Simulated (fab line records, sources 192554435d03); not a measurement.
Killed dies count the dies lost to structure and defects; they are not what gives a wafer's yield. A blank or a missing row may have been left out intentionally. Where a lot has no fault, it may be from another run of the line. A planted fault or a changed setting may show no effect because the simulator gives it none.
Matching of chambers -- flow n5Finfet -- N5_BEOL_M4_ETCH_69 on rieDiel-06 has 4 sister chambers
The step etches SiARC in CF4, target depth 15.6 nm, time 26 s. 8 wafers are shown with their chamber, then 8 later ones without.

EACH WAFER AND ITS CHAMBER
wafer,chamber,throttleValvePct (%),drypumpMotorCurrentA (A)
L076.1,2,15.14,5.9
L081.5,1,15.82,6.0
L084.2,3,15.74,6.2
L084.3,2,15.17,5.9
L084.6,1,15.82,5.9
L088.3,3,15.76,6.2
L088.5,0,15.50,5.8
L092.2,0,15.55,5.8

WAFERS MISSING THEIR CHAMBER
wafer,throttleValvePct (%),drypumpMotorCurrentA (A)
L092.3,15.86,6.0
L092.5,15.21,5.9
L097.1,15.56,5.8
L097.2,15.23,5.9
L097.3,15.87,6.0
L096.3,15.55,5.8
L096.4,15.81,6.1
L096.5,15.24,5.9

WHICH CHAMBER EACH ONE RAN IN
wafer,from the rows above,in truth
L092.3,1,1
L092.5,2,2
L097.1,0,0
L097.2,2,2
L097.3,1,1
L096.3,0,0
L096.4,can't be placed: 3 or 1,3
L096.5,2,2
Correctly placed: 7 of 8. Cannot be placed on the basis of these rows: 1; the candidates contain the true chamber in 1. Number placed wrongly: 0.
How it was worked out, from the rows above alone: a wafer's distance from a chamber is the root of the sum, over the readings, of the square of ((its reading less the chamber's mean) divided by the reading's scatter). The wafer belongs to the nearest chamber; if the next one is less than 2 further off, it can't be placed. For every chamber, the mean is computed from those of its wafers that are shown. The scatter: take each reading less its chamber's mean, square it, sum over the shown wafers, divide by the number of wafers less the number of chambers, and take the root.
